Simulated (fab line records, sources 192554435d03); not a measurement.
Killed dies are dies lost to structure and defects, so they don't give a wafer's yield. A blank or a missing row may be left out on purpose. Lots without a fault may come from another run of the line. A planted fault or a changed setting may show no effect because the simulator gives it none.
Which tool did it? | flow n5_finfet | 9 lots, 27 wafers sampled, at 6 steps of a route of 1938

WHAT THE GAUGES READ, wafer by wafer
N5_BEOL_M3_INSPECT_59: inspects for defects (darkfield).
lot  | measured     | on                | raw_defect_count
L557 | day 8 00:12  | defect_inspect-01 | 80 94 46
L558 | day 8 00:49  | defect_inspect-02 | 85 83 65
L559 | day 8 02:04  | defect_inspect-02 | 60 73 91
L565 | day 9 13:25  | defect_inspect-02 | 85 71 67
L569 | day 10 19:19 | defect_inspect-02 | 56 98 49
L576 | day 12 08:23 | defect_inspect-02 | 75 45 100
L577 | day 12 12:04 | defect_inspect-02 | 98 97 107
L579 | day 13 03:32 | defect_inspect-01 | 51 51 45
L578 | day 13 05:39 | defect_inspect-01 | 81 80 97

N5_BEOL_M4_THK_MEAS_01.
lot  | measured     | on            | M4_ILD_THK (nm)
L557 | day 8 00:18  | film_metro-02 | 77.1 77.8 79.2
L558 | day 8 00:55  | film_metro-02 | 80.7 78.8 79.3
L559 | day 8 02:10  | film_metro-02 | 78.2 79.7 80.2
L565 | day 9 13:32  | film_metro-01 | 78.9 72.2 74.6
L569 | day 10 19:25 | film_metro-02 | 78.6 79.1 80.1
L576 | day 12 08:29 | film_metro-01 | 78.6 78.8 78.5
L577 | day 12 12:10 | film_metro-01 | 79.0 77.9 79.8
L579 | day 13 03:38 | film_metro-01 | 77.7 80.1 80.0
L578 | day 13 05:45 | film_metro-01 | 78.7 79.0 80.1

N5_BEOL_M4_RC_MEAS_101.
lot  | measured     | on        | DIBL_N (mV/V)  | DIBL_P (mV/V)  | IOFF_N (nA/um)    | IOFF_P (nA/um)    | ION_N (uA/um) | ION_P (uA/um) | SS_N (mV/dec)  | SS_P (mV/dec)  | VT_N (mV)         | VT_P (mV)
L557 | day 8 09:56  | prober-01 | 37.4 38.5 36.1 | 35.4 37.0 33.7 | 0.145 0.171 0.129 | 0.213 0.250 0.190 | 671 678 659   | 465 470 459   | 70.9 71.7 71.3 | 73.9 74.0 73.2 | 251.9 249.3 254.3 | -249.3 -245.5 -250.1
L558 | day 8 12:26  | prober-02 | 35.8 36.0 35.8 | 37.5 37.2 36.9 | 0.165 0.168 0.166 | 0.224 0.219 0.208 | 677 682 687   | 471 467 467   | 71.8 71.8 70.9 | 73.8 73.6 73.2 | 249.6 247.4 248.3 | -249.5 -249.8 -250.5
L559 | day 8 15:07  | prober-01 | 36.4 34.1 35.7 | 36.9 34.1 35.4 | 0.153 0.111 0.134 | 0.173 0.145 0.160 | 671 657 656   | 455 440 447   | 71.8 70.8 71.7 | 73.3 72.7 73.6 | 248.6 256.2 252.8 | -253.4 -257.7 -254.4
L565 | day 10 00:44 | prober-01 | 38.2 38.7 38.6 | 35.8 36.1 36.6 | 0.172 0.184 0.187 | 0.221 0.239 0.254 | 674 681 675   | 459 470 465   | 72.2 72.0 71.8 | 73.0 73.4 73.6 | 249.4 246.6 245.5 | -249.3 -247.6 -248.3
L569 | day 11 04:34 | prober-01 | 31.7 33.6 34.8 | 32.8 35.4 36.4 | 0.103 0.128 0.140 | 0.155 0.193 0.198 | 652 664 672   | 451 465 470   | 70.7 70.8 70.8 | 71.8 72.8 73.1 | 256.0 252.9 250.1 | -251.5 -250.6 -249.8
L576 | day 13 00:23 | prober-01 | 37.0 36.1 36.7 | 37.4 36.9 37.4 | 0.161 0.150 0.152 | 0.218 0.207 0.208 | 674 677 669   | 463 464 464   | 71.5 72.0 71.9 | 73.1 72.8 73.1 | 247.9 247.4 248.8 | -252.6 -249.7 -250.3
L577 | day 13 03:38 | prober-02 | 35.1 34.7 35.5 | 34.9 34.4 35.5 | 0.159 0.146 0.157 | 0.175 0.169 0.187 | 681 674 667   | 458 457 455   | 71.7 71.1 71.8 | 73.1 73.1 72.9 | 250.2 249.3 249.2 | -254.8 -252.5 -254.0
L579 | day 13 15:23 | prober-02 | 37.4 36.6 37.8 | 37.1 36.1 36.8 | 0.184 0.164 0.174 | 0.225 0.212 0.218 | 675 674 678   | 464 457 459   | 71.4 71.6 71.2 | 73.8 73.7 74.1 | 246.9 251.0 249.6 | -250.5 -251.4 -249.9
L578 | day 13 16:01 | prober-02 | 35.5 36.0 36.3 | 35.8 36.8 36.5 | 0.140 0.158 0.155 | 0.200 0.221 0.216 | 660 670 665   | 457 465 464   | 71.3 72.0 71.7 | 72.4 73.2 72.3 | 250.5 249.4 251.5 | -249.5 -250.0 -250.7

WHICH TOOL RAN EACH LOT (tool, then ch and the chambers of the sampled wafers, then the start)
lot  | N5_BEOL_M3_ANNEAL_95         | N5_BEOL_M3_DEP_57               | N5_BEOL_M4_ILD_DEP_00
L557 | pvd_sputter-02, day 7 22:57  | pecvd-02 ch 1,2, day 8 00:05    | pecvd-04 ch 1,2, day 8 00:14
L558 | pvd_sputter-01, day 7 23:35  | pecvd-04 ch 0,1,2, day 8 00:44  | pecvd-01 ch 0,1,2, day 8 00:52
L559 | pvd_sputter-02, day 8 00:47  | pecvd-01 ch 0,1,2, day 8 01:58  | pecvd-04 ch 0,2, day 8 02:06
L565 | pvd_sputter-02, day 9 12:11  | pecvd-01 ch 0,1, day 9 13:19    | pecvd-04 ch 0,1, day 9 13:28
L569 | pvd_sputter-01, day 10 18:05 | pecvd-04 ch 0,2, day 10 19:13   | pecvd-01 ch 0,1,2, day 10 19:20
L576 | pvd_sputter-03, day 12 06:47 | pecvd-04 ch 0,1,2, day 12 08:17 | pecvd-04 ch 0,1,2, day 12 08:25
L577 | pvd_sputter-03, day 12 10:34 | pecvd-01 ch 0,1, day 12 11:58   | pecvd-03 ch 1,2, day 12 12:06
L579 | pvd_sputter-02, day 13 02:11 | pecvd-04 ch 0,1,2, day 13 03:26 | pecvd-04 ch 0,1,2, day 13 03:34
L578 | pvd_sputter-01, day 13 03:49 | pecvd-02 ch 0,2, day 13 05:34   | pecvd-01 ch 0,2, day 13 05:41
- N5_BEOL_M3_ANNEAL_95: time 240 s.
- N5_BEOL_M3_DEP_57: deposits SiCN from 3MS/NH3, target thk 8 nm, time 14 s.
- N5_BEOL_M4_ILD_DEP_00: deposits SiOC from DEMS/O2, target thk 79 nm, time 15.3 s.

WHAT THE TOOLS THEMSELVES READ (means of the sampled wafers that have a number; where no wafer has one, the mark that the record gives instead)
N5_BEOL_M3_ANNEAL_95.
lot  | tool           | heater_power_w (W) | susceptor_temp_C (C)
L557 | pvd_sputter-02 | 777                | 400.19
L558 | pvd_sputter-01 | 784                | 400.19
L559 | pvd_sputter-02 | 794                | 400.07
L565 | pvd_sputter-02 | 765                | 400.03
L569 | pvd_sputter-01 | 807                | 399.98
L576 | pvd_sputter-03 | 801                | 399.86
L577 | pvd_sputter-03 | 806                | 399.94
L579 | pvd_sputter-02 | 760                | 399.89
L578 | pvd_sputter-01 | 779                | 399.96

N5_BEOL_M3_DEP_57.
lot  | tool     | chamber_pressure_Torr (Torr) | showerhead_plenum_p_Torr (Torr) | throttle_valve_pct (%)
L557 | pecvd-02 | 2.997                        | 3.658                           | 8.6
L558 | pecvd-04 | 3.007                        | 3.665                           | 9.3
L559 | pecvd-01 | 3.003                        | 3.676                           | 9.2
L565 | pecvd-01 | 3.003                        | 3.667                           | 9.2
L569 | pecvd-04 | 3.001                        | 3.672                           | 9.4
L576 | pecvd-04 | 2.998                        | 3.666                           | 9.4
L577 | pecvd-01 | 2.998                        | 3.664                           | 9.7
L579 | pecvd-04 | 3.009                        | 3.665                           | 9.5
L578 | pecvd-02 | 3.001                        | 3.680                           | 9.0

N5_BEOL_M4_ILD_DEP_00.
lot  | tool     | chamber_pressure_Torr (Torr) | heater_power_w (W) | showerhead_plenum_p_Torr (Torr) | susceptor_temp_C (C) | throttle_valve_pct (%)
L557 | pecvd-04 | 5.004                        | 414                | 5.702                           | 350.12               | 12.3
L558 | pecvd-01 | 5.000                        | 450                | 5.708                           | 350.06               | 12.0
L559 | pecvd-04 | 4.998                        | 436                | 5.701                           | 350.19               | 12.1
L565 | pecvd-04 | 5.001                        | 423                | 5.687                           | 349.87               | 12.5
L569 | pecvd-01 | 5.009                        | 512                | 5.709                           | 349.90               | 11.8
L576 | pecvd-04 | 4.990                        | 418                | 5.693                           | 350.12               | 12.3
L577 | pecvd-03 | 4.998                        | 505                | 5.684                           | 349.78               | 11.8
L579 | pecvd-04 | 4.999                        | 392                | 5.690                           | 350.12               | 12.4
L578 | pecvd-01 | 4.988                        | 502                | 5.711                           | 349.94               | 11.7

THE ANSWER, worked out from the rows above alone
Rule: what is usual is taken from the lots themselves. Put in order of their means at a reading, lots are off if they are a third of the lots or fewer, leave a main group of 4 or more, and stand apart from it by a gap of 3 or more times the standard deviation of the main group's means; of several such gaps the widest counts. A main group whose means are all the same, to the digits that the tables above print for the reading, isn't used. A lot without any number at a reading at which 4 lots or more have one is off too. The other lots that the step has rows for count as sound. The gauges are gone through in route order, then the tools' own readings, and for those a lot's mean is taken as printed above. The first step at which some lot is off is used, and at that step the reading that is off furthest; a lot without a number counts as furthest.
Off: L565, at N5_BEOL_M4_THK_MEAS_01 (M4_ILD_THK). The main group: mean 79.0 nm, standard deviation 0.47.
A tool fits if, at a process step before that reading, it ran every lot that is off, and no sound lot after the first of them. The gauges at N5_BEOL_M4_THK_MEAS_01 are tried like those tools. None of those tried fits.

WHAT THE SIMULATOR HAD PUT IN
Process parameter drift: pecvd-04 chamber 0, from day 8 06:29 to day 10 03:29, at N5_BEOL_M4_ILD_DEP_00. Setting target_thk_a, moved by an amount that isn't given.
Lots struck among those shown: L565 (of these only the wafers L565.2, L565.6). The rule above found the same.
